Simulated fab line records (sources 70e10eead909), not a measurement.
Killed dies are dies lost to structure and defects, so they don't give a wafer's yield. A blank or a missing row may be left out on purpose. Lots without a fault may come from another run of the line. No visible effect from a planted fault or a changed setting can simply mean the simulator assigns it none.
Check of tool commonality ; flow nand-harc ; Sample size 12 lots and 36 wafers

WHAT PROMPTED THE OPENING
At NHARC_P_GATE_CD_MEAS_46 the reading cd-nm is flagged on 1 of 12 lots. Fault-free wafers read 720.5 nm, with a standard deviation of 1.2.
Rule: a lot gets a flag if all its wafers with a number sit over 4 standard deviations from that mean, or if no wafer of it has a number. The other lots count as sound.

lot;measured;on;cd-nm (nm), wafer by wafer;flag
L656;day 5 23:54;cd-sem-01;720.9 720.2 720.7;
L657;day 6 06:55;cd-sem-03;720.2 718.1 718.8;
L660;day 7 15:53;cd-sem-03;666.5 667.4 665.7;FLAGGED
L661;day 8 05:01;cd-sem-01;721.7 722.4 722.1;
L662;day 8 18:04;cd-sem-01;719.9 719.4 720.1;
L663;day 9 01:52;cd-sem-03;719.9 722.9 720.5;
L671;day 11 23:28;cd-sem-02;720.3 720.0 720.8;
L673;day 13 00:20;cd-sem-02;720.7 720.5 720.0;
L674;day 13 17:58;cd-sem-03;720.4 719.1 720.5;
L675;day 13 18:47;cd-sem-03;721.8 720.4 720.4;
L678;day 15 01:53;cd-sem-01;721.9 719.8 720.7;
L677;day 15 02:46;cd-sem-02;719.5 718.2 719.1;
On average the flagged lots' numbers are 666.5 nm, which is -54.0 nm against the usual, or -45 standard deviations.

TOOL THAT RAN EACH LOT
Before the reading, the record contains 3 process steps out of a 1302-step route. Every cell lists first the tool, next ch and the chambers used by the sampled wafers, and last the start.
lot;flag;NHARC_P_GATE_STRIP_108;NHARC_P_GATE_ALD_36;NHARC_P_GATE_EXPOSE_43
L656;;rie-diel-09 ch 1,2,3, day 5 10:32;ald-sin-02 ch 0,1,2, day 5 15:25;krf-scanner-03 ch 0, day 5 23:46
L657;;rie-diel-09 ch 0,1,2, day 5 19:46;ald-sin-04 ch 1,2,3, day 5 22:29;krf-scanner-02 ch 0, day 6 06:45
L660;FLAGGED;rie-diel-07 ch 0,1,3, day 7 04:34;ald-sin-04 ch 0,1,3, day 7 07:25;krf-scanner-01 ch 0, day 7 15:44
L661;;rie-diel-06 ch 0,2,3, day 7 15:33;ald-sin-03 ch 0,3, day 7 16:17;krf-scanner-02 ch 0, day 8 04:52
L662;;rie-diel-06 ch 0,1,2, day 8 06:57;ald-sin-02 ch 0,2,3, day 8 07:35;krf-scanner-03 ch 0, day 8 17:55
L663;;rie-diel-09 ch 1,2, day 8 14:39;ald-sin-04 ch 0,1, day 8 16:21;krf-scanner-01 ch 0, day 9 01:42
L671;;rie-diel-09 ch 0,1,2, day 11 12:13;ald-sin-02 ch 1,2, day 11 12:50;krf-scanner-01 ch 0, day 11 23:19
L673;;rie-diel-06 ch 0,1,3, day 12 11:02;ald-sin-04 ch 0,1,2, day 12 11:40;krf-scanner-01 ch 0, day 13 00:10
L674;;rie-diel-07 ch 1,2,3, day 13 04:42;ald-sin-02 ch 0,3, day 13 06:44;krf-scanner-02 ch 0, day 13 17:48
L675;;rie-diel-09 ch 1,2,3, day 13 07:38;ald-sin-03 ch 0,1,2, day 13 09:19;krf-scanner-03 ch 0, day 13 18:38
L678;;rie-diel-07 ch 0,2,3, day 14 14:41;ald-sin-02 ch 0,2,3, day 14 15:19;krf-scanner-01 ch 0, day 15 01:44
L677;;rie-diel-06 ch 0,1,2, day 14 15:41;ald-sin-03 ch 1,2,3, day 14 18:24;krf-scanner-02 ch 0, day 15 02:37
What the steps here do:
- NHARC_P_GATE_STRIP_108: strips in O2.
- NHARC_P_GATE_ALD_36: deposits SiNx, target thk 20 nm, pulse time 60 s, ald cycles 223.
- NHARC_P_GATE_EXPOSE_43: exposes mask P NSD, target cd 720 nm.
- NHARC_P_GATE_CD_MEAS_46: target cd 720 nm.

FLAGGED OVER TOTAL, TOOL BY TOOL (the gauges that took the reading come last)
step;tool;lots run;flagged;share of the flagged lots;sound lots run after its first flagged lot
NHARC_P_GATE_STRIP_108;rie-diel-06;4;0;none;-
NHARC_P_GATE_STRIP_108;rie-diel-07;3;1;all;2 (L674,L678)
NHARC_P_GATE_STRIP_108;rie-diel-09;5;0;none;-
NHARC_P_GATE_ALD_36;ald-sin-02;5;0;none;-
NHARC_P_GATE_ALD_36;ald-sin-03;3;0;none;-
NHARC_P_GATE_ALD_36;ald-sin-04;4;1;all;2 (L663,L673)
NHARC_P_GATE_EXPOSE_43;krf-scanner-01;5;1;all;4 (L663,L671,L673,L678)
NHARC_P_GATE_EXPOSE_43;krf-scanner-02;4;0;none;-
NHARC_P_GATE_EXPOSE_43;krf-scanner-03;3;0;none;-
NHARC_P_GATE_CD_MEAS_46;cd-sem-01;4;0;none;-
NHARC_P_GATE_CD_MEAS_46;cd-sem-02;3;0;none;-
NHARC_P_GATE_CD_MEAS_46;cd-sem-03;5;1;all;3 (L663,L674,L675)

THE TABLE: WHAT IT ALLOWS
4 rows of the table ran every flagged lot: rie-diel-07 at NHARC_P_GATE_STRIP_108, ald-sin-04 at NHARC_P_GATE_ALD_36, krf-scanner-01 at NHARC_P_GATE_EXPOSE_43, cd-sem-03 at NHARC_P_GATE_CD_MEAS_46.
- rie-diel-07 at NHARC_P_GATE_STRIP_108 ran 3 lots, 1 of them flagged. Sound lots followed the first flagged one (L674, L678) on it, something a lasting fault affecting the whole tool could not allow.
- ald-sin-04 at NHARC_P_GATE_ALD_36 ran 4 lots, 1 of them flagged. Sound lots followed the first flagged one (L663, L673) on it, something a lasting fault affecting the whole tool could not allow.
- krf-scanner-01 at NHARC_P_GATE_EXPOSE_43 ran 5 lots, 1 of them flagged. Sound lots followed the first flagged one (L663, L671, L673, L678) on it, something a lasting fault affecting the whole tool could not allow.
- cd-sem-03 at NHARC_P_GATE_CD_MEAS_46 ran 5 lots, 1 of them flagged. Sound lots followed the first flagged one (L663, L674, L675) on it, something a lasting fault affecting the whole tool could not allow.
No row of the table ran every flagged lot and no sound lot after the first.

WHAT THE SIMULATOR PUT IN
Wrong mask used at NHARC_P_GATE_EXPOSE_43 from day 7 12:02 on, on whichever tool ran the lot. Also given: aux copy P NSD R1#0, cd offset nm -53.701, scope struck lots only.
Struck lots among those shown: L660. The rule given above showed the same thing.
